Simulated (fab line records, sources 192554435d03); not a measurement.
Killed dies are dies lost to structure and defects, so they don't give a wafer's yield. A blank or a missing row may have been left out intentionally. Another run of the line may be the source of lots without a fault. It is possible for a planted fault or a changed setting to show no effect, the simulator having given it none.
Which tool did it? || flow n5Finfet || 23 lots with 69 wafers sampled at 2 steps, on a route of 1938 steps

WHAT THE GAUGES SHOWED, per wafer
N5_HKMG_FIN_THK_MEAS_70: measures by xrf.
{"lot": "L074", "measured": "day 4 08:16", "on": "filmMetro-01", "HK_THK (nm)": "1.590 1.588 1.595"}
{"lot": "L075", "measured": "day 4 12:07", "on": "filmMetro-02", "HK_THK (nm)": "1.618 1.582 1.631"}
{"lot": "L076", "measured": "day 4 17:15", "on": "filmMetro-01", "HK_THK (nm)": "1.584 1.596 1.580"}
{"lot": "L077", "measured": "day 4 22:04", "on": "filmMetro-02", "HK_THK (nm)": "1.632 1.568 1.567"}
{"lot": "L078", "measured": "day 5 06:45", "on": "filmMetro-01", "HK_THK (nm)": "1.595 1.593 1.593"}
{"lot": "L079", "measured": "day 5 07:52", "on": "filmMetro-02", "HK_THK (nm)": "1.549 1.599 1.565"}
{"lot": "L080", "measured": "day 5 19:04", "on": "filmMetro-02", "HK_THK (nm)": "1.569 1.559 1.523"}
{"lot": "L081", "measured": "day 5 21:20", "on": "filmMetro-01", "HK_THK (nm)": "1.580 1.587 1.565"}
{"lot": "L082", "measured": "day 6 07:01", "on": "filmMetro-02", "HK_THK (nm)": "1.558 1.583 1.594"}
{"lot": "L083", "measured": "day 6 16:49", "on": "filmMetro-01", "HK_THK (nm)": "1.581 1.577 1.584"}
{"lot": "L084", "measured": "day 6 20:57", "on": "filmMetro-01", "HK_THK (nm)": "1.592 1.601 1.600"}
{"lot": "L085", "measured": "day 7 03:19", "on": "filmMetro-01", "HK_THK (nm)": "1.602 1.586 1.604"}
{"lot": "L086", "measured": "day 7 09:17", "on": "filmMetro-02", "HK_THK (nm)": "1.560 1.563 1.571"}
{"lot": "L087", "measured": "day 7 10:30", "on": "filmMetro-02", "HK_THK (nm)": "1.580 1.608 1.554"}
{"lot": "L088", "measured": "day 7 17:54", "on": "filmMetro-02", "HK_THK (nm)": "1.605 1.594 1.571"}
{"lot": "L089", "measured": "day 8 00:47", "on": "filmMetro-02", "HK_THK (nm)": "1.568 1.541 1.614"}
{"lot": "L090", "measured": "day 8 04:45", "on": "filmMetro-01", "HK_THK (nm)": "1.581 1.572 1.574"}
{"lot": "L092", "measured": "day 8 16:47", "on": "filmMetro-02", "HK_THK (nm)": "1.577 1.553 1.620"}
{"lot": "L093", "measured": "day 9 01:15", "on": "filmMetro-01", "HK_THK (nm)": "1.596 1.588 1.593"}
{"lot": "L094", "measured": "day 9 01:50", "on": "filmMetro-01", "HK_THK (nm)": "1.595 1.579 1.606"}
{"lot": "L095", "measured": "day 9 09:25", "on": "filmMetro-01", "HK_THK (nm)": "1.573 1.555 1.564"}
{"lot": "L096", "measured": "day 9 15:23", "on": "filmMetro-01", "HK_THK (nm)": "1.594 1.573 1.581"}
{"lot": "L097", "measured": "day 9 20:32", "on": "filmMetro-02", "HK_THK (nm)": "1.591 1.657 1.597"}

WHAT TOOL EACH LOT RAN ON (gives the tool, then ch and the chambers of the sampled wafers, and finally the start)
{"lot": "L074", "N5_HKMG_FIN_ALD_36": "aldMetal-01 ch 1,2, day 4 07:59"}
{"lot": "L075", "N5_HKMG_FIN_ALD_36": "aldMetal-04 ch 0,1,2, day 4 11:50"}
{"lot": "L076", "N5_HKMG_FIN_ALD_36": "aldMetal-03 ch 2,3, day 4 16:58"}
{"lot": "L077", "N5_HKMG_FIN_ALD_36": "aldMetal-01 ch 0,2,3, day 4 21:47"}
{"lot": "L078", "N5_HKMG_FIN_ALD_36": "aldMetal-01 ch 0,1,3, day 5 06:28"}
{"lot": "L079", "N5_HKMG_FIN_ALD_36": "aldMetal-03 ch 1,2,3, day 5 07:35"}
{"lot": "L080", "N5_HKMG_FIN_ALD_36": "aldMetal-01 ch 1,2, day 5 18:47"}
{"lot": "L081", "N5_HKMG_FIN_ALD_36": "aldMetal-04 ch 0,2,3, day 5 21:04"}
{"lot": "L082", "N5_HKMG_FIN_ALD_36": "aldMetal-03 ch 0,2,3, day 6 06:44"}
{"lot": "L083", "N5_HKMG_FIN_ALD_36": "aldMetal-04 ch 0,1, day 6 16:32"}
{"lot": "L084", "N5_HKMG_FIN_ALD_36": "aldMetal-03 ch 0,1,2, day 6 20:40"}
{"lot": "L085", "N5_HKMG_FIN_ALD_36": "aldMetal-03 ch 0,3, day 7 03:02"}
{"lot": "L086", "N5_HKMG_FIN_ALD_36": "aldMetal-04 ch 0,1,2, day 7 09:01"}
{"lot": "L087", "N5_HKMG_FIN_ALD_36": "aldMetal-03 ch 1,2, day 7 10:13"}
{"lot": "L088", "N5_HKMG_FIN_ALD_36": "aldMetal-04 ch 1,2, day 7 17:37"}
{"lot": "L089", "N5_HKMG_FIN_ALD_36": "aldMetal-01 ch 0,1,3, day 8 00:30"}
{"lot": "L090", "N5_HKMG_FIN_ALD_36": "aldMetal-01 ch 0,1,2, day 8 04:28"}
{"lot": "L092", "N5_HKMG_FIN_ALD_36": "aldMetal-01 ch 0,3, day 8 16:31"}
{"lot": "L093", "N5_HKMG_FIN_ALD_36": "aldMetal-03 ch 0,2,3, day 9 00:58"}
{"lot": "L094", "N5_HKMG_FIN_ALD_36": "aldMetal-01 ch 0,2,3, day 9 01:34"}
{"lot": "L095", "N5_HKMG_FIN_ALD_36": "aldMetal-01 ch 0,1,2, day 9 09:08"}
{"lot": "L096", "N5_HKMG_FIN_ALD_36": "aldMetal-03 ch 0,3, day 9 15:07"}
{"lot": "L097", "N5_HKMG_FIN_ALD_36": "aldMetal-04 ch 1,2,3, day 9 20:15"}
- N5_HKMG_FIN_ALD_36: deposits TiN, target thk 1 nm, pulse time 1 s, purge time 3 s.

AS READ BY THE TOOLS THEMSELVES (means over the sampled wafers that have a number; for cases with no such wafer, the mark the record gives instead)
N5_HKMG_FIN_ALD_36.
{"lot": "L074", "tool": "aldMetal-01", "heaterPowerOuterW (W)": 546, "heaterPowerW (W)": 909, "precursorPulseHeightRel": 1.009, "susceptorTempC (C)": 400.15}
{"lot": "L075", "tool": "aldMetal-04", "heaterPowerOuterW (W)": 591, "heaterPowerW (W)": 982, "precursorPulseHeightRel": 0.997, "susceptorTempC (C)": 400.17}
{"lot": "L076", "tool": "aldMetal-03", "heaterPowerOuterW (W)": 622, "heaterPowerW (W)": 1002, "precursorPulseHeightRel": 1.002, "susceptorTempC (C)": 400.20}
{"lot": "L077", "tool": "aldMetal-01", "heaterPowerOuterW (W)": 527, "heaterPowerW (W)": 908, "precursorPulseHeightRel": 0.998, "susceptorTempC (C)": 399.91}
{"lot": "L078", "tool": "aldMetal-01", "heaterPowerOuterW (W)": 499, "heaterPowerW (W)": 855, "precursorPulseHeightRel": 0.988, "susceptorTempC (C)": 399.87}
{"lot": "L079", "tool": "aldMetal-03", "heaterPowerOuterW (W)": 602, "heaterPowerW (W)": 939, "precursorPulseHeightRel": 0.992, "susceptorTempC (C)": 400.10}
{"lot": "L080", "tool": "aldMetal-01", "heaterPowerOuterW (W)": 549, "heaterPowerW (W)": 897, "precursorPulseHeightRel": 0.990, "susceptorTempC (C)": 399.72}
{"lot": "L081", "tool": "aldMetal-04", "heaterPowerOuterW (W)": 577, "heaterPowerW (W)": 969, "precursorPulseHeightRel": 0.997, "susceptorTempC (C)": 400.13}
{"lot": "L082", "tool": "aldMetal-03", "heaterPowerOuterW (W)": 596, "heaterPowerW (W)": 954, "precursorPulseHeightRel": 0.992, "susceptorTempC (C)": 399.97}
{"lot": "L083", "tool": "aldMetal-04", "heaterPowerOuterW (W)": 540, "heaterPowerW (W)": 858, "precursorPulseHeightRel": 1.008, "susceptorTempC (C)": 399.95}
{"lot": "L084", "tool": "aldMetal-03", "heaterPowerOuterW (W)": 548, "heaterPowerW (W)": 866, "precursorPulseHeightRel": 1.008, "susceptorTempC (C)": 400.06}
{"lot": "L085", "tool": "aldMetal-03", "heaterPowerOuterW (W)": 559, "heaterPowerW (W)": 877, "precursorPulseHeightRel": 1.011, "susceptorTempC (C)": 399.96}
{"lot": "L086", "tool": "aldMetal-04", "heaterPowerOuterW (W)": 589, "heaterPowerW (W)": 969, "precursorPulseHeightRel": 0.984, "susceptorTempC (C)": 399.98}
{"lot": "L087", "tool": "aldMetal-03", "heaterPowerOuterW (W)": 592, "heaterPowerW (W)": 927, "precursorPulseHeightRel": 0.998, "susceptorTempC (C)": 400.07}
{"lot": "L088", "tool": "aldMetal-04", "heaterPowerOuterW (W)": 562, "heaterPowerW (W)": 895, "precursorPulseHeightRel": 0.997, "susceptorTempC (C)": 399.95}
{"lot": "L089", "tool": "aldMetal-01", "heaterPowerOuterW (W)": 500, "heaterPowerW (W)": 846, "precursorPulseHeightRel": 1.004, "susceptorTempC (C)": 399.89}
{"lot": "L090", "tool": "aldMetal-01", "heaterPowerOuterW (W)": 514, "heaterPowerW (W)": 859, "precursorPulseHeightRel": 1.004, "susceptorTempC (C)": 400.07}
{"lot": "L092", "tool": "aldMetal-01", "heaterPowerOuterW (W)": 506, "heaterPowerW (W)": 861, "precursorPulseHeightRel": 0.992, "susceptorTempC (C)": 399.71}
{"lot": "L093", "tool": "aldMetal-03", "heaterPowerOuterW (W)": 604, "heaterPowerW (W)": 944, "precursorPulseHeightRel": 1.005, "susceptorTempC (C)": 400.02}
{"lot": "L094", "tool": "aldMetal-01", "heaterPowerOuterW (W)": 539, "heaterPowerW (W)": 891, "precursorPulseHeightRel": 1.006, "susceptorTempC (C)": 400.01}
{"lot": "L095", "tool": "aldMetal-01", "heaterPowerOuterW (W)": 521, "heaterPowerW (W)": 890, "precursorPulseHeightRel": 1.011, "susceptorTempC (C)": 400.05}
{"lot": "L096", "tool": "aldMetal-03", "heaterPowerOuterW (W)": 554, "heaterPowerW (W)": 880, "precursorPulseHeightRel": 0.999, "susceptorTempC (C)": 400.39}
{"lot": "L097", "tool": "aldMetal-04", "heaterPowerOuterW (W)": 551, "heaterPowerW (W)": 908, "precursorPulseHeightRel": 1.025, "susceptorTempC (C)": 400.11}

THE ANSWER, worked out from the rows above alone
Rule: what is usual is taken from the lots themselves. Put in order of their means at a reading, lots are off if they are a third of the lots or fewer, leave a main group of 4 or more, and stand apart from it by a gap of 3 or more times the standard deviation of the main group's means; of several such gaps the widest counts. Not used: any main group whose means are identical at the precision the tables above print for the reading. A lot without any number at a reading at which 4 lots or more have one is off too. All remaining lots with rows at the step are treated as sound. After the gauges, taken in route order, come the tools' own readings; for these a lot's mean is taken, as printed above. At the first step where some lot is off, the reading lying furthest off is the one used; lots without a number count as furthest.
None of the lots is off at any reading shown; this tells nothing.

WHAT THE SIMULATOR HAD INSERTED
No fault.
